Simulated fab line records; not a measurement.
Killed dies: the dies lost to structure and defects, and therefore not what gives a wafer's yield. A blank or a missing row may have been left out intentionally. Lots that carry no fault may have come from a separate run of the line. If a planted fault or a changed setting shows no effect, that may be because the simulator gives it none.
Chamber matching -- flow nand_harc -- NHARC_A_DECK1_JOINT_DEP_16 on pecvd-03 has 3 sister chambers
The step deposits SiO2, target thk 45 nm. 14 wafers are shown with their chamber, then 7 later ones without.

== WAFERS WITH THEIR CHAMBER ==
wafer,chamber,heater_power_w (W),throttle_valve_pct (%)
L742.1,2,500,15.5
L742.4,0,646,16.5
L742.6,1,384,16.6
L744.3,0,607,16.8
L744.4,1,422,16.8
L744.5,2,481,15.7
L747.2,2,582,16.0
L747.3,1,405,16.8
L747.6,1,419,16.9
L748.2,1,417,16.9
L748.3,0,626,16.6
L748.4,0,657,16.9
L750.1,2,598,16.0
L750.2,1,419,15.9

SIGNATURES (averages over the wafers above)
reading,chamber 0,chamber 1,chamber 2,scatter within a chamber
heater_power_w,634.00,411.00,540.25,34
throttle_valve_pct,16.700,16.650,15.800,0.304
Rule: for each reading, subtract the chamber's mean from the wafer's reading, divide by that reading's scatter and square the result; add these up over the readings and take the root, which gives the wafer's distance from the chamber. If the next closest chamber is less than 2 further off than the closest, the wafer can't be placed; otherwise it belongs to the closest. The scatter is the square root of a quotient: the sum, over the shown wafers, of each reading's squared deviation from its chamber's mean, divided by wafers minus chambers.

== WAFERS WITHOUT THEIR CHAMBER ==
wafer,heater_power_w (W),throttle_valve_pct (%)
L750.5,624,15.9
L752.2,572,16.1
L752.3,515,16.4
L752.5,580,16.0
L763.1,598,16.2
L763.2,647,16.8
L763.5,483,16.2

== CHAMBER TAKEN BY EACH ==
wafer,from the rows above,in truth
L750.5,can't be placed: 2 or 0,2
L752.2,can't be placed: 2 or 0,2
L752.3,can't be placed: 2 or 1 or 0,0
L752.5,can't be placed: 2 or 0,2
L763.1,can't be placed: 0 or 2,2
L763.2,0,0
L763.5,can't be placed: 2 or 1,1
1 of 7 placed correctly. Unplaceable from these rows: 6, with the true chamber sitting among the candidates in 6. Number placed wrongly: 0.
